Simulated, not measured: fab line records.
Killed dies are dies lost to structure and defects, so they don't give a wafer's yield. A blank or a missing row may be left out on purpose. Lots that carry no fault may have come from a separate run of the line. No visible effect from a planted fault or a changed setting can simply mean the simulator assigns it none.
Split-lot experiment || flow n5Finfet || on a route of 1938 steps: 7 lots, 21 wafers read

## SPLIT DETAILS
At N5_BEOL_M15_TRENCH_ETCH_34 (etches SiO2 in C4F8/O2/Ar, target depth 872.93 nm, time 199 s), the setting timeS was moved away from the recipe's 199 s on 10 of the 21 wafers read, by -18.2% to +15.4%. All remaining wafers had this setting at the recipe value.

## FROM THE SPLIT TO THE READING: what the file shows between them, 7 steps
- N5_BEOL_M15_STRIP_36: strips in O2
- N5_BEOL_M15_ECD_47: material Cu, target thk 1860 nm
- N5_BEOL_M15_ANNEAL_48: time 90 s
- N5_BEOL_M15_CMP_49: polishes, stops on SiO2, t overpolish 4.9 s, target thk 850 nm
- N5_BEOL_M15_THK_MEAS_50: measures by xrf
- N5_BEOL_M15_PRE_CLEAN_52: time 15 s
- N5_BEOL_M15_DEP_53: deposits SiCN from 3MS/NH3, target thk 50 nm, time 17.8 s

## THE READING
M15_RS in ohm/sq, measured at N5_BEOL_M15_RS_MEAS_54 by four-point-probe. On this fab line, fault-free wafers typically give 0.0216 ohm/sq with a standard deviation of 0.00035 ohm/sq.

{"wafer": "L076.1", "tool, chamber at the split": "rieDiel-03, 1", "timeS as run, s": 199, "against the recipe": "recipe", "M15_RS, ohm/sq": 0.0210, "against lot-mates on the recipe": "-"}
{"wafer": "L076.5", "tool, chamber at the split": "rieDiel-03, 3", "timeS as run, s": 176.6, "against the recipe": "-11.3%", "M15_RS, ohm/sq": 0.0242, "against lot-mates on the recipe": "+0.0032"}
{"wafer": "L076.6", "tool, chamber at the split": "rieDiel-03, 2", "timeS as run, s": 176.6, "against the recipe": "-11.3%", "M15_RS, ohm/sq": 0.0237, "against lot-mates on the recipe": "+0.0027"}
{"wafer": "L080.4", "tool, chamber at the split": "rieDiel-05, 3", "timeS as run, s": 199, "against the recipe": "recipe", "M15_RS, ohm/sq": 0.0212, "against lot-mates on the recipe": "-"}
{"wafer": "L080.5", "tool, chamber at the split": "rieDiel-05, 2", "timeS as run, s": 213.6, "against the recipe": "+7.3%", "M15_RS, ohm/sq": 0.0204, "against lot-mates on the recipe": -0.0008}
{"wafer": "L080.6", "tool, chamber at the split": "rieDiel-05, 1", "timeS as run, s": 213.6, "against the recipe": "+7.3%", "M15_RS, ohm/sq": 0.0202, "against lot-mates on the recipe": -0.0010}
{"wafer": "L082.3", "tool, chamber at the split": "rieDiel-04, 1", "timeS as run, s": 199, "against the recipe": "recipe", "M15_RS, ohm/sq": 0.0219, "against lot-mates on the recipe": "-"}
{"wafer": "L082.4", "tool, chamber at the split": "rieDiel-04, 0", "timeS as run, s": 199, "against the recipe": "recipe", "M15_RS, ohm/sq": 0.0216, "against lot-mates on the recipe": "-"}
{"wafer": "L082.6", "tool, chamber at the split": "rieDiel-04, 0", "timeS as run, s": 199, "against the recipe": "recipe", "M15_RS, ohm/sq": 0.0215, "against lot-mates on the recipe": "-"}
{"wafer": "L083.3", "tool, chamber at the split": "rieDiel-03, 2", "timeS as run, s": 229.7, "against the recipe": "+15.4%", "M15_RS, ohm/sq": 0.0184, "against lot-mates on the recipe": -0.0033}
{"wafer": "L083.4", "tool, chamber at the split": "rieDiel-03, 0", "timeS as run, s": 199, "against the recipe": "recipe", "M15_RS, ohm/sq": 0.0217, "against lot-mates on the recipe": "-"}
{"wafer": "L083.5", "tool, chamber at the split": "rieDiel-03, 0", "timeS as run, s": 229.7, "against the recipe": "+15.4%", "M15_RS, ohm/sq": 0.0188, "against lot-mates on the recipe": -0.0029}
{"wafer": "L084.1", "tool, chamber at the split": "rieDiel-04, 3", "timeS as run, s": 199, "against the recipe": "recipe", "M15_RS, ohm/sq": 0.0222, "against lot-mates on the recipe": "-"}
{"wafer": "L084.3", "tool, chamber at the split": "rieDiel-04, 2", "timeS as run, s": 225.6, "against the recipe": "+13.4%", "M15_RS, ohm/sq": 0.0192, "against lot-mates on the recipe": -0.0030}
{"wafer": "L084.6", "tool, chamber at the split": "rieDiel-04, 1", "timeS as run, s": 225.6, "against the recipe": "+13.4%", "M15_RS, ohm/sq": 0.0191, "against lot-mates on the recipe": -0.0031}
{"wafer": "L085.1", "tool, chamber at the split": "rieDiel-05, 0", "timeS as run, s": 199, "against the recipe": "recipe", "M15_RS, ohm/sq": 0.0222, "against lot-mates on the recipe": "-"}
{"wafer": "L085.3", "tool, chamber at the split": "rieDiel-05, 1", "timeS as run, s": 199, "against the recipe": "recipe", "M15_RS, ohm/sq": 0.0220, "against lot-mates on the recipe": "-"}
{"wafer": "L085.6", "tool, chamber at the split": "rieDiel-05, 3", "timeS as run, s": 199, "against the recipe": "recipe", "M15_RS, ohm/sq": 0.0214, "against lot-mates on the recipe": "-"}
{"wafer": "L096.3", "tool, chamber at the split": "rieDiel-04, 0", "timeS as run, s": 199, "against the recipe": "recipe", "M15_RS, ohm/sq": 0.0217, "against lot-mates on the recipe": "-"}
{"wafer": "L096.5", "tool, chamber at the split": "rieDiel-04, 2", "timeS as run, s": 162.8, "against the recipe": "-18.2%", "M15_RS, ohm/sq": 0.0265, "against lot-mates on the recipe": "+0.0048"}
{"wafer": "L096.6", "tool, chamber at the split": "rieDiel-04, 1", "timeS as run, s": 162.8, "against the recipe": "-18.2%", "M15_RS, ohm/sq": 0.0271, "against lot-mates on the recipe": "+0.0054"}

FIT RESULTS
A straight line over all 21 wafers: M15_RS changes by -0.000228 ohm/sq for each +1% of timeS; r = -0.98; the points scatter about the line by 0.00048 ohm/sq.
The same after taking each lot's own level away (the mean of its wafers on the recipe; 21 wafers): -0.00024 ohm/sq for each +1%; r = -0.99; scatter 0.0004 ohm/sq.
On that fit, the largest move of timeS shifts the reading by 0.0044 ohm/sq.
The lots' own levels span 0.02100 to 0.02220 ohm/sq, that is 3.4 times the standard deviation above.
Consequently the slope shifts little with the lot-to-lot level, the two slopes agreeing.
Check: for one of the wafers moved furthest among these (-18.2%), held out of the fit, the line's prediction against its lot-mates is +0.00456 ohm/sq. It came out at +0.0048 ohm/sq against them.

## OTHER SPLITS ON THESE WAFERS
These wafers also went through other splits before the reading. Each is held against what the fit with the lots' levels taken away leaves over:
{"other split on the same wafers": "N5_BEOL_M11_VIA_ETCH_34 timeS", "wafers away from the commonest value": 10, "r with M15_RS (lot level and that fit taken away)": "+0.28"}
{"other split on the same wafers": "N5_BEOL_M11_TRENCH_ETCH_37 biasW", "wafers away from the commonest value": 2, "r with M15_RS (lot level and that fit taken away)": -0.19}
{"other split on the same wafers": "N5_BEOL_M13_EXPOSE_25 doseMj", "wafers away from the commonest value": 4, "r with M15_RS (lot level and that fit taken away)": -0.28}
{"other split on the same wafers": "N5_BEOL_M14_COAT_22 spinRpm", "wafers away from the commonest value": 4, "r with M15_RS (lot level and that fit taken away)": "+0.11"}
{"other split on the same wafers": "N5_BEOL_M14_PEB_26 pebTempC", "wafers away from the commonest value": 7, "r with M15_RS (lot level and that fit taken away)": "+0.22"}
{"other split on the same wafers": "N5_BEOL_M15_PEB_26 pebTimeS", "wafers away from the commonest value": 9, "r with M15_RS (lot level and that fit taken away)": "+0.11"}

## THE WHOLE CHAIN: every reading that the file lists as answering this split, in the file's order
{"step": "N5_BEOL_M15_TRENCH_ETCH_34", "what it does": "etches SiO2 in C4F8/O2/Ar, target depth 872.93 nm, time 199 s", "reading": "etch.depthNm (the simulator's own value, which no gauge read)", "change (the file's fit)": "+8.79 nm for each +1% of the setting", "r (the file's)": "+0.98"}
{"step": "N5_BEOL_M15_TRENCH_ETCH_34", "what it does": "etches SiO2 in C4F8/O2/Ar, target depth 872.93 nm, time 199 s", "reading": "coat_of_BEOL_M15_COAT_22.thkNm (the simulator's own value, which no gauge read)", "change (the file's fit)": "-1.81 nm for each +1% of the setting", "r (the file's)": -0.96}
{"step": "N5_BEOL_M15_CMP_49", "what it does": "polishes, stops on SiO2, t overpolish 4.9 s, target thk 850 nm", "reading": "Cu_of_BEOL_M15_ECD_47.thkNm (the simulator's own value, which no gauge read)", "change (the file's fit)": "+8.75 nm for each +1% of the setting", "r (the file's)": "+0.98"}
{"step": "N5_BEOL_M15_THK_MEAS_50", "what it does": "measures by xrf", "reading": "M15_THK", "change (the file's fit)": "+8.78 for each +1% of the setting", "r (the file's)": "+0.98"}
{"step": "N5_BEOL_M15_RS_MEAS_54", "what it does": "measures by four-point-probe", "reading": "M15_RS", "change (the file's fit)": "-0.000236 for each +1% of the setting", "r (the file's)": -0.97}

## THE FILE'S OWN FIT
M15_RS changes by -0.000236 ohm/sq for each +1% of timeS, r = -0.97.
